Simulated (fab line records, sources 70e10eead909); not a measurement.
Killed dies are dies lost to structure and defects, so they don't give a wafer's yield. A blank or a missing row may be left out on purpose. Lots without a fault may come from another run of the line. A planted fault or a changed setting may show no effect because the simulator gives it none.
Problem report in the 8D (eight disciplines) form, filled by code | flow nand_harc | the parts of the form that need people (team, actions taken, sign-off) are left out

1. THE PROBLEM
killed_at_periphery at NHARC_END_SORT_01 reads a mean of 667.0 on 2 wafers of 1 lot; wafers without a fault read 3.8 with a standard deviation of 2.7. That is +99 or more standard deviations from the usual mean.
First seen on wafer L466.2, day 23 17:31, on prober-02. The record holds 11 wafers of 4 lots with a number at this step. Rule for "out", or "out of limits": more than 4 standard deviations from the usual mean. The other wafers with a number count as sound.

2. WHAT IT IS AND WHAT IT IS NOT
question                    | is                                                                                                                      | is not
which readings at this step | killed_at_periphery, defect_limited_yield, killed_dies, sort_bin_2_pct, sort_n_pass, sort_rim_yield_pct, sort_yield_pct | killed_at_array, killed_at_other, killed_open, killed_short, sort_bin_3_pct, sort_bin_4_pct
which lots                  | L466                                                                                                                    | L450, L454, L457
which wafers of those lots  | all that have a number                                                                                                  | -
read on which gauges        | prober-02                                                                                                               | prober-01
when                        | from day 23 17:31                                                                                                       | up to then (9 sound wafers)

3. SUSPECTS, AND WHAT RULES EACH OUT
Counting: a tool at a process step up to the reading stays a suspect if it ran every lot that is out and no sound lot after the first of them.
- the gauge at NHARC_END_SORT_01: kept. All the wafers that are out were read on prober-02, and no step on other tools shows them out.
- rie_diel-01 at NHARC_P_M2_ETCH_35 (etches the open film in N2/H2, target depth 40 nm, overetch 12 nm, time 43.94 s): kept. It ran the lot that is out, L466 (day 10 05:34), and no sound lot after that; its last sound lot up to then is L450 (day 6 10:03).
- rie_diel-08 at NHARC_P_M2_ETCH_28 (etches the open film in CF4/N2, target depth 30 nm, time 72.99 s): kept. It ran the lot that is out, L466 (day 10 06:44), and no sound lot after that; its last sound lot up to then is L454 (day 7 02:29). NHARC_P_M2_ETCH_28 gives no start for some lots, so the hours and the order of its lots are those of NHARC_P_M2_PVD_21.
- pvd_sputter-03 at NHARC_P_M2_PRE_CLEAN_30 (time 30 s): kept. It ran the lot that is out, L466 (day 10 06:44), and no sound lot after that; its last sound lot up to then is L457 (day 7 23:31). NHARC_P_M2_PRE_CLEAN_30 gives no start for some lots, so the hours and the order of its lots are those of NHARC_P_M2_PVD_21.
- pvd_sputter-03 at NHARC_P_M2_PVD_21 (deposits Cu, target thk 30 nm, time 20.49 s): kept. It ran the lot that is out, L466 (day 10 06:44), and no sound lot after that; its last sound lot up to then is L457 (day 7 23:31).
- pecvd-01 at NHARC_P_M2_PRE_CLEAN_32 (time 12 s): kept. It ran the lot that is out, L466 (day 10 08:23), and no sound lot after that.
- cmp-02 at NHARC_P_BONDPAD_CMP_32 (polishes SiCN, target thk 200 nm): kept. It ran the lot that is out, L466 (day 10 09:30), and no sound lot after that; its last sound lot up to then is L457 (day 8 01:53).
Left after counting: rie_diel-01 at NHARC_P_M2_ETCH_35, rie_diel-08 at NHARC_P_M2_ETCH_28, pvd_sputter-03 at NHARC_P_M2_PRE_CLEAN_30, pvd_sputter-03 at NHARC_P_M2_PVD_21, pecvd-01 at NHARC_P_M2_PRE_CLEAN_32, cmp-02 at NHARC_P_BONDPAD_CMP_32, prober-02 at NHARC_END_SORT_01.

4. THE CAUSE (what the simulator had put in)
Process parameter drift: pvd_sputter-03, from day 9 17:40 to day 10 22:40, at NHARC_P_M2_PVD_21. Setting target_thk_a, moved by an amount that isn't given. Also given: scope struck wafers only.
Counting left 7 suspects, and this tool is among them.

5. THE CHAIN OF EFFECTS, in route order
Each row: a reading whose mean over the struck wafers that have a number lies more than 3 standard deviations from the usual. Only readings for which the record gives a usual standard deviation are gone through. hours: the time from each lot's start at the first step in this table that gives one to its start at this step, as a median over the lots. sigmas: the change in usual standard deviations.
hours | step              | reading              | usual  | on struck wafers | change | sigmas
0     | NHARC_END_SORT_01 | defect_limited_yield | 95.4 % | 0.0              | -95.4  | -64
0     | NHARC_END_SORT_01 | killed_at_periphery  | 3.8    | 667.0            | +663.2 | +99 or more
0     | NHARC_END_SORT_01 | killed_dies          | 31     | 677              | +646   | +65
0     | NHARC_END_SORT_01 | sort_bin_2_pct       | 1.4 %  | 98.3             | +96.9  | +99 or more
0     | NHARC_END_SORT_01 | sort_n_pass          | 646    | 0                | -646   | -65
0     | NHARC_END_SORT_01 | sort_rim_yield_pct   | 94 %   | 0                | -94    | -29
0     | NHARC_END_SORT_01 | sort_yield_pct       | 95.4 % | 0.0              | -95.4  | -64

6. WHAT WOULD HAVE CAUGHT IT SOONER
In this record the first reading out of limits at a measuring or inspecting step was taken at day 23 17:31, 336 hours after the fault began at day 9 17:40.
Of the tool readings at NHARC_P_M2_PVD_21 for which the record gives a usual standard deviation, none was out on any struck wafer, so an alarm limit of 4 standard deviations on them would not have fired.
All the lots that are out (1) had begun NHARC_P_M2_PVD_21 on pvd_sputter-03 by day 23 17:31. A hold on the tool at that time would have spared none of them.
